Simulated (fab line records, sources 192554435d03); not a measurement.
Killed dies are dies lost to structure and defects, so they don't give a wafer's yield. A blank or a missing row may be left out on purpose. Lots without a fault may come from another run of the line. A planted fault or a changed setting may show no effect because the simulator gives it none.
A struck lot beside a sound one | flow n5_finfet | 43 steps out of a route of 1938
Sound: wafers L991.1, L991.2, L991.4. Struck: wafers L977.1, L977.4, L977.5. The cause comes at the end.
At each step with rows: each side's tool, then ch and its chambers, then its first start. Under that, the readings that differ: sound wafers | struck wafers | difference of the means | sigmas: that difference in standard deviations of wafers without a fault.
alike: readings whose means differ by less than 2 such deviations, and words and numbers that are the same on both sides. not compared: withheld readings, readings that some wafer has no value for, bounds like >300 that may hide the same value, and numbers for which the record gives no deviation and whose values overlap.
The two part at a step that has a row with sigmas, a row that says differs or no value, or rows on one side only. Numbers that don't overlap but have no deviation are shown without sigmas and don't part them. A reading that every wafer of one side lacks parts them only if that side has two wafers or more.

first, 1 step without rows for these wafers: N5_HKMG_FIN_STRIP_56 (strips in N2/H2).
N5_HKMG_FIN_STRIP_57: strips in CF4.
  sound on rie_diel-06 ch 1,2,3, day 8 18:43; struck on rie_diel-03 ch 0,1,3, day 5 05:50
  alike: cf4_flow_sccm, drypump_motor_current_A, oes_product_au, rf_vpp_V, showerhead_plenum_p_Torr, throttle_valve_pct
  not compared: rf_hours_counter_h
then, 10 steps without rows for these wafers: N5_HKMG_FIN_ETCH_58 (etches SOC in N2/H2, target depth 215.8 nm, time 741 s); N5_HKMG_FIN_STRIP_93 (strips SOC in N2/H2, time 20 s); N5_HKMG_FIN_WET_ETCH_76 (etches Al2O3 in dNH4OH, stops on La2O3, target depth 2.25 nm, rinse time 30 s); N5_HKMG_FIN_STRIP_60 (strips in N2/H2, time 360 s); N5_HKMG_FIN_WET_ETCH_77 (etches La2O3 in dHCl, stops on HfO2, target depth 2 nm); N5_HKMG_FIN_WET_ETCH_78 (etches Al2O3 in dNH4OH, stops on La2O3, target depth 4.5 nm, rinse time 30 s); N5_HKMG_FIN_ALD_79 (deposits TiN, target thk 1.5 nm, pulse time 1 s, purge time 3 s); N5_HKMG_FIN_CVD_62 (deposits a-Si from Si2H6, target thk 3 nm, time 20.8 s); N5_HKMG_FIN_RTA_80 (time 2 s); N5_HKMG_FIN_PRECLEAN_64 (cleans in dHF, time 30 s).
N5_HKMG_FIN_WET_ETCH_65: etches a-Si in TMAH, stops on TiN, time 49 s, target depth 3 nm.
  sound on wet_bench-03 ch 0,1,3, day 8 20:41; struck on wet_bench-05 ch 1,4,5, day 5 07:38
  no value came back on the struck wafers for bath_guard_temp_C (C), bath_heat_duty_pct (%); on the sound wafers bath_guard_temp_C (C) reads 70.3 69.6 70.6
  reading                                   | sound       | struck      | difference | sigmas
  model.a-Si_of_HKMG_FIN_CVD_62.thk_nm (nm) | 0 0 0       | 3 3 3.2     | +3         |
  model.TiN_of_HKMG_FIN_ALD_79.thk_nm (nm)  | 1.2 1.2 1.2 | 1.6 1.4 1.4 | +0.3       |
then, 2 steps without rows for these wafers: N5_HKMG_FIN_WET_ETCH_81 (etches TiN in SC1, stops on HfO2, time 57 s, target depth 6 nm); N5_HKMG_FIN_WET_ETCH_82 (etches La2O3 in dHCl, stops on HfO2, target depth 2 nm, rinse time 30 s).
N5_HKMG_FIN_ALD_36: deposits TiN, target thk 1 nm, pulse time 1 s, purge time 3 s.
  sound on ald_metal-01 ch 0,2,3, day 8 20:55; struck on ald_metal-04 ch 0,2, day 5 07:44
  alike: heater_power_w, precursor_pulse_height_rel
N5_HKMG_FIN_THK_MEAS_70: measures by xrf.
  sound on film_metro-01, day 8 21:12; struck on film_metro-02, day 5 08:01
  alike: HK_THK
then, 9 steps without rows for these wafers: N5_HKMG_FIN_PWFM_ALD_03 (deposits TiN, target thk 2 nm, pulse time 1 s, purge time 3 s); N5_HKMG_FIN_COAT_29 (time 60 s, resist thk 300 nm); N5_HKMG_FIN_COAT_30 (time 60 s, resist thk 35 nm); N5_HKMG_FIN_COAT_06 (resist thk 90 nm); N5_HKMG_FIN_EBR_08; N5_HKMG_FIN_SOFTBAKE_07 (time 60 s); N5_HKMG_FIN_EXPOSE_09 (exposes mask NWFM); N5_HKMG_FIN_PEB_10 (peb time 60 s); N5_HKMG_FIN_DEVELOP_11 (develop time 30 s).
N5_HKMG_FIN_CD_MEAS_12: target cd 92.8 nm.
  sound on cd_sem-03 ch 0, day 8 22:04; struck on cd_sem-01 ch 0, day 5 08:53
  alike: cd_nm
N5_HKMG_FIN_OVL_MEAS_13:
  sound on overlay-01 ch 0, day 8 22:08; struck on overlay-01 ch 0, day 5 08:55
  alike: NWFM_OVL
N5_HKMG_FIN_INSPECT_14: inspects for defects (macro).
  sound on defect_inspect-02, day 8 22:10; struck on defect_inspect-02, day 5 08:56
  alike: raw_defect_count
then, 1 step without rows for these wafers: N5_HKMG_FIN_DESCUM_17 (chemistry O2, time 7.9 s).
N5_HKMG_FIN_ETCH_31: etches SiARC in CF4, target depth 45.5 nm, time 75.8 s.
  sound on rie_diel-03 ch 0,1,2, day 8 22:14; struck on rie_diel-03 ch 0,1,3, day 5 09:14
  alike: bias_w, cf4_flow_sccm, drypump_motor_current_A, etch_rf_on_time_s, oes_product_au, rf_vpp_V, showerhead_plenum_p_Torr, throttle_valve_pct
  not compared: rf_hours_counter_h
N5_HKMG_FIN_ETCH_32: etches SOC in N2/H2, target depth 240 nm, time 300 s.
  sound on rie_diel-03 ch 0,1,2, day 8 22:17; struck on rie_diel-03 ch 0,1,3, day 5 09:17
  alike: bias_w, chamber_pressure_mTorr, drypump_motor_current_A, oes_product_au, rf_vpp_V, showerhead_plenum_p_Torr, throttle_valve_pct
  not compared: rf_hours_counter_h
then, 6 steps without rows for these wafers: N5_HKMG_FIN_STRIP_33 (strips in N2/H2); N5_HKMG_FIN_STRIP_34 (strips in CF4); N5_HKMG_FIN_ETCH_35 (etches SOC in N2/H2, target depth 215.8 nm, time 243.4 s); N5_HKMG_FIN_STRIP_92 (strips SOC in N2/H2, time 20 s); N5_HKMG_FIN_WET_ETCH_18 (etches TiN in SC1, time 55 s, target depth 5.2 nm, rinse time 30 s); N5_HKMG_FIN_STRIP_19 (strips in N2/H2, time 360 s).
N5_HKMG_FIN_ALD_91: deposits TiN, target thk 1 nm, pulse time 1 s, purge time 3 s.
  sound on ald_metal-01 ch 0,1,3, day 8 23:16; struck on ald_metal-01 ch 0,2,3, day 5 10:11
  alike: heater_power_w, precursor_pulse_height_rel
then, 3 steps without rows for these wafers: N5_HKMG_FIN_COAT_85 (time 60 s, resist thk 300 nm); N5_HKMG_FIN_ETCH_86 (etches SOC in N2/H2, stops on TiN, target depth 393.2 nm); N5_HKMG_FIN_STRIP_89 (strips SOC in N2/H2, time 20 s).
-- the record jumps here: 4 days lie between the struck wafers' starts before and after (it left off in module HKMG_FIN and takes up again in module BEOL_M4, whose first step shown is number 1111 of the route) --
N5_BEOL_M4_RC_MEAS_101:
  sound on prober-02 ch 0, day 12 19:11; struck on prober-01 ch 0, day 9 09:37
  reading             | sound                      | struck                    | difference | sigmas
  EOT_P               | 10.38 10.49 10.46          | 10.93 11.09 10.94         | +0.54      | +6
  IGATE_P (nA/um)     | 0.0035 0.0038 0.0035       | 0.0006 0.0005 0.0006      | -0.0030    | -6
  IOFF_N (nA/um)      | 0.169 0.157 0.136          | 0.000 0.000 0.000         | -0.154     | -6
  IOFF_N_85C (nA/um)  | 3.2 3.0 2.7                | 0.0 0.0 0.0               | -3.0       | -7
  IOFF_N_LIN (nA/um)  | 0.075 0.072 0.065          | 0.000 0.000 0.000         | -0.071     | -8
  IOFF_N_LONG (nA/um) | 5.23e-05 5.29e-05 5.24e-05 | 4.07e-05 3.94e-05 3.9e-05 | -1.28e-05  | -6
  IOFF_P (nA/um)      | 0.22 0.20 0.18             | 4.70 4.68 5.09            | +4.62      | +99 or more
  IOFF_P_85C (nA/um)  | 3.8 3.5 3.3                | 48.5 48.0 51.8            | +45.9      | +94
  IOFF_P_LIN (nA/um)  | 0.101 0.095 0.089          | 2.181 2.154 2.295         | +2.115     | +99 or more
  IOFF_P_LONG (nA/um) | 0.000102 0.000102 0.000103 | 0.00116 0.001139 0.001129 | +0.00104   | +99 or more
  ION_N (uA/um)       | 681 681 669                | 147 144 144               | -532       | -48
  ION_P (uA/um)       | 460 460 460                | 573 573 570               | +112       | +15
  VT_N (mV)           | 251.2 251.3 252.2          | 510.7 509.0 510.2         | +258.4     | +99 or more
  VT_N_LONG (mV)      | 282.6 277.6 273.9          | 524.2 526.6 520.4         | +245.7     | +99 or more
  VT_N_LVT (mV)       | 100.1 100.0 101.9          | 358.8 358.6 356.8         | +257.4     | +95
  VT_P (mV)           | -252 -251 -252             | -164 -165 -164            | +87        | +25
  VT_P_LONG (mV)      | -279.6 -275.3 -272.6       | -200.9 -202.4 -202.0      | +74.1      | +27
  VT_P_LVT (mV)       | -99.5 -101.2 -102.8        | -14.2 -14.1 -13.2         | +87.3      | +32
  alike: DIBL_N, DIBL_P, SS_N, SS_P

WHERE THEY PART
First at N5_HKMG_FIN_WET_ETCH_65; last, within this record, at N5_BEOL_M4_RC_MEAS_101.

WHY: what the simulator had put in
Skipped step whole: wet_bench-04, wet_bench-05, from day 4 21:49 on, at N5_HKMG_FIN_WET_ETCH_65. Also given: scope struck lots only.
